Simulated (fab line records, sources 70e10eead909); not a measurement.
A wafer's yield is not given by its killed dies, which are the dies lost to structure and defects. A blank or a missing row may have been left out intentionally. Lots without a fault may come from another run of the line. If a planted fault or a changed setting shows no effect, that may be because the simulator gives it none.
Chamber matching :: flow nand_harc :: rie_diel-07 running NHARC_A_CONTACT_ETCH_91: 4 sister chambers
The step etches the open film in CH3F/O2, target depth 40 nm, time 85.7 s. 18 wafers are shown with their chamber, then 9 later ones without.

WAFERS, EACH WITH ITS CHAMBER
wafer: L077.1
chamber: 1
showerhead_plenum_p_Torr (Torr): 2.30
drypump_motor_current_A (A): 6.1
rf_vpp_V (V): 241.5

wafer: L077.4
chamber: 3
showerhead_plenum_p_Torr (Torr): 2.64
drypump_motor_current_A (A): 5.7
rf_vpp_V (V): 246.2

wafer: L077.6
chamber: 0
showerhead_plenum_p_Torr (Torr): 2.40
drypump_motor_current_A (A): 5.3
rf_vpp_V (V): 242.3

wafer: L081.2
chamber: 1
showerhead_plenum_p_Torr (Torr): 2.29
drypump_motor_current_A (A): 6.0
rf_vpp_V (V): 241.7

wafer: L081.4
chamber: 3
showerhead_plenum_p_Torr (Torr): 2.63
drypump_motor_current_A (A): 5.7
rf_vpp_V (V): 247.0

wafer: L081.5
chamber: 3
showerhead_plenum_p_Torr (Torr): 2.63
drypump_motor_current_A (A): 5.7
rf_vpp_V (V): 245.6

wafer: L082.3
chamber: 2
showerhead_plenum_p_Torr (Torr): 2.44
drypump_motor_current_A (A): 4.8
rf_vpp_V (V): 244.1

wafer: L082.5
chamber: 3
showerhead_plenum_p_Torr (Torr): 2.63
drypump_motor_current_A (A): 5.7
rf_vpp_V (V): 245.5

wafer: L082.6
chamber: 2
showerhead_plenum_p_Torr (Torr): 2.43
drypump_motor_current_A (A): 4.8
rf_vpp_V (V): 244.7

wafer: L083.1
chamber: 0
showerhead_plenum_p_Torr (Torr): 2.39
drypump_motor_current_A (A): 5.3
rf_vpp_V (V): 244.0

wafer: L083.5
chamber: 3
showerhead_plenum_p_Torr (Torr): 2.63
drypump_motor_current_A (A): 5.6
rf_vpp_V (V): 246.6

wafer: L083.6
chamber: 0
showerhead_plenum_p_Torr (Torr): 2.39
drypump_motor_current_A (A): 5.3
rf_vpp_V (V): 242.4

wafer: L089.3
chamber: 2
showerhead_plenum_p_Torr (Torr): 2.43
drypump_motor_current_A (A): 4.9
rf_vpp_V (V): 243.0

wafer: L089.4
chamber: 1
showerhead_plenum_p_Torr (Torr): 2.29
drypump_motor_current_A (A): 6.0
rf_vpp_V (V): 241.3

wafer: L089.5
chamber: 1
showerhead_plenum_p_Torr (Torr): 2.29
drypump_motor_current_A (A): 6.1
rf_vpp_V (V): 242.4

wafer: L090.1
chamber: 2
showerhead_plenum_p_Torr (Torr): 2.43
drypump_motor_current_A (A): 4.9
rf_vpp_V (V): 243.7

wafer: L090.5
chamber: 2
showerhead_plenum_p_Torr (Torr): 2.43
drypump_motor_current_A (A): 4.9
rf_vpp_V (V): 244.5

wafer: L090.6
chamber: 1
showerhead_plenum_p_Torr (Torr): 2.29
drypump_motor_current_A (A): 6.1
rf_vpp_V (V): 241.9

SIGNATURES, as means of the wafers listed above
reading: showerhead_plenum_p_Torr
chamber 0: 2.3933
chamber 1: 2.2920
chamber 2: 2.4320
chamber 3: 2.6320
scatter within a chamber: 0.00468

reading: drypump_motor_current_A
chamber 0: 5.300
chamber 1: 6.060
chamber 2: 4.860
chamber 3: 5.680
scatter within a chamber: 0.0478

reading: rf_vpp_V
chamber 0: 242.900
chamber 1: 241.760
chamber 2: 244.000
chamber 3: 246.180
scatter within a chamber: 0.656
Rule: a wafer lies at a distance from a chamber equal to the root of the sum of squares, over the readings, of (its reading less the chamber's mean, divided by the reading's scatter). The wafer belongs to the nearest chamber; if the next one is less than 2 further off, it can't be placed. How the scatter is found: for the shown wafers, subtract from each reading the mean of its chamber, square and add these, divide the total by (wafers less chambers), then take the root.

WAFERS MISSING THEIR CHAMBER
wafer: L093.1
showerhead_plenum_p_Torr (Torr): 2.39
drypump_motor_current_A (A): 5.3
rf_vpp_V (V): 242.1

wafer: L093.4
showerhead_plenum_p_Torr (Torr): 2.43
drypump_motor_current_A (A): 4.9
rf_vpp_V (V): 243.8

wafer: L093.6
showerhead_plenum_p_Torr (Torr): 2.39
drypump_motor_current_A (A): 5.3
rf_vpp_V (V): 243.8

wafer: L094.2
showerhead_plenum_p_Torr (Torr): 2.43
drypump_motor_current_A (A): 4.9
rf_vpp_V (V): 243.1

wafer: L094.3
showerhead_plenum_p_Torr (Torr): 2.62
drypump_motor_current_A (A): 5.7
rf_vpp_V (V): 245.8

wafer: L094.4
showerhead_plenum_p_Torr (Torr): 2.29
drypump_motor_current_A (A): 6.0
rf_vpp_V (V): 241.3

wafer: L096.1
showerhead_plenum_p_Torr (Torr): 2.62
drypump_motor_current_A (A): 5.7
rf_vpp_V (V): 246.9

wafer: L096.3
showerhead_plenum_p_Torr (Torr): 2.42
drypump_motor_current_A (A): 4.9
rf_vpp_V (V): 243.4

wafer: L096.4
showerhead_plenum_p_Torr (Torr): 2.38
drypump_motor_current_A (A): 5.3
rf_vpp_V (V): 243.6

WHICH CHAMBER EACH WENT THROUGH
wafer: L093.1
from the rows above: 0
in truth: 0

wafer: L093.4
from the rows above: 2
in truth: 2

wafer: L093.6
from the rows above: 0
in truth: 0

wafer: L094.2
from the rows above: 2
in truth: 2

wafer: L094.3
from the rows above: 3
in truth: 3

wafer: L094.4
from the rows above: 1
in truth: 1

wafer: L096.1
from the rows above: 3
in truth: 3

wafer: L096.3
from the rows above: 2
in truth: 2

wafer: L096.4
from the rows above: 0
in truth: 0
Correct placement for 9 of the 9. Left unplaced by these rows: 0. 0 placed wrongly.
